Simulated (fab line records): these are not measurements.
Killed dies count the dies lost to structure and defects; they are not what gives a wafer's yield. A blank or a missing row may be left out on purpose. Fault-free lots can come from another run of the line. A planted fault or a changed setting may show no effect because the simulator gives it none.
Matching of chambers || flow n5_finfet || rie_diel-06 running N5_FIN_SAQP_DESCUM_21: 4 sister chambers
The step chemistry O2, time 7.9 s. 4 wafers are shown with their chamber, then 8 later ones without.

## WAFERS WITH THEIR CHAMBER
{"wafer": "L085.5", "chamber": 3, "showerhead_plenum_p_Torr (Torr)": 2.16}
{"wafer": "L090.2", "chamber": 1, "showerhead_plenum_p_Torr (Torr)": 2.02}
{"wafer": "L090.3", "chamber": 2, "showerhead_plenum_p_Torr (Torr)": 2.03}
{"wafer": "L091.1", "chamber": 0, "showerhead_plenum_p_Torr (Torr)": 2.09}

## WAFERS WHOSE CHAMBER IS MISSING
{"wafer": "L091.4", "showerhead_plenum_p_Torr (Torr)": 2.02}
{"wafer": "L091.5", "showerhead_plenum_p_Torr (Torr)": 2.02}
{"wafer": "L092.1", "showerhead_plenum_p_Torr (Torr)": 2.16}
{"wafer": "L092.2", "showerhead_plenum_p_Torr (Torr)": 2.02}
{"wafer": "L092.3", "showerhead_plenum_p_Torr (Torr)": 2.02}
{"wafer": "L096.1", "showerhead_plenum_p_Torr (Torr)": 2.02}
{"wafer": "L096.2", "showerhead_plenum_p_Torr (Torr)": 2.08}
{"wafer": "L096.4", "showerhead_plenum_p_Torr (Torr)": 2.16}

## CHAMBER TAKEN BY EACH
{"wafer": "L091.4", "from the rows above": 1, "in truth": 1}
{"wafer": "L091.5", "from the rows above": 1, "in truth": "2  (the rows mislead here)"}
{"wafer": "L092.1", "from the rows above": 3, "in truth": 3}
{"wafer": "L092.2", "from the rows above": 1, "in truth": 1}
{"wafer": "L092.3", "from the rows above": 1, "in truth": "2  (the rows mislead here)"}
{"wafer": "L096.1", "from the rows above": 1, "in truth": 1}
{"wafer": "L096.2", "from the rows above": 0, "in truth": 0}
{"wafer": "L096.4", "from the rows above": 3, "in truth": 3}
6 of 8 placed correctly. Not placeable from these rows: 0. Wrongly placed: 2.
How it was worked out, from the rows above alone: a wafer's distance from a chamber is the root of the sum, over the readings, of the square of ((its reading less the chamber's mean) divided by the reading's scatter). The wafer belongs to the nearest chamber; if the next one is less than 2 further off, it can't be placed. The mean given for a chamber averages the wafers shown for that chamber. The scatter (one wafer shown for each chamber): square how far every hidden wafer sits from the nearest shown wafer, average those squares and take the square root.
